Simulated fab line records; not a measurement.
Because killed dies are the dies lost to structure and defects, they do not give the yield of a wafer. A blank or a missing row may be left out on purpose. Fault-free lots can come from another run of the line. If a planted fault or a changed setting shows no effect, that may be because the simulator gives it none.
Chamber matching || flow n5_finfet || pecvd-04 running N5_BEOL_M8_DEP_56: 3 sister chambers
The step deposits SiCN from 3MS/NH3, target thk 10 nm, time 17.5 s. 3 wafers are shown with their chamber, then 9 later ones without.

WAFERS, EACH WITH ITS CHAMBER
{"wafer": "L085.4", "chamber": 2, "throttle_valve_pct (%)": 9.0}
{"wafer": "L093.5", "chamber": 0, "throttle_valve_pct (%)": 9.0}
{"wafer": "L093.6", "chamber": 1, "throttle_valve_pct (%)": 8.6}

WAFERS WHOSE CHAMBER IS MISSING
{"wafer": "L092.2", "throttle_valve_pct (%)": 8.7}
{"wafer": "L092.4", "throttle_valve_pct (%)": 9.1}
{"wafer": "L092.5", "throttle_valve_pct (%)": 8.6}
{"wafer": "L094.2", "throttle_valve_pct (%)": 9.3}
{"wafer": "L094.3", "throttle_valve_pct (%)": 8.8}
{"wafer": "L094.5", "throttle_valve_pct (%)": 8.7}
{"wafer": "L095.1", "throttle_valve_pct (%)": 9.0}
{"wafer": "L095.4", "throttle_valve_pct (%)": 9.2}
{"wafer": "L095.6", "throttle_valve_pct (%)": 8.8}

WHICH CHAMBER EACH WENT THROUGH
{"wafer": "L092.2", "from the rows above": "can't be placed: 1 or 0 or 2", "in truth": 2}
{"wafer": "L092.4", "from the rows above": "can't be placed: 0 or 2", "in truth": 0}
{"wafer": "L092.5", "from the rows above": 1, "in truth": 1}
{"wafer": "L094.2", "from the rows above": "can't be placed: 0 or 2", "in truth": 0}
{"wafer": "L094.3", "from the rows above": "can't be placed: 0 or 2 or 1", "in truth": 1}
{"wafer": "L094.5", "from the rows above": "can't be placed: 1 or 0 or 2", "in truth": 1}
{"wafer": "L095.1", "from the rows above": "can't be placed: 0 or 2", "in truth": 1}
{"wafer": "L095.4", "from the rows above": "can't be placed: 0 or 2", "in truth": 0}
{"wafer": "L095.6", "from the rows above": "can't be placed: 0 or 2 or 1", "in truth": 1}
Correctly placed: 1 of 9. Cannot be placed on the basis of these rows: 8; the candidates contain the true chamber in 7. Wrongly placed: 0.
How it was worked out, from the rows above alone: a wafer's distance from a chamber is the root of the sum, over the readings, of the square of ((its reading less the chamber's mean) divided by the reading's scatter). The wafer belongs to the nearest chamber; if the next one is less than 2 further off, it can't be placed. Each chamber's mean is taken over the wafers shown for it. The scatter: with one shown wafer a chamber, the root of the mean of the squares of how far each hidden wafer lies from its nearest shown one.
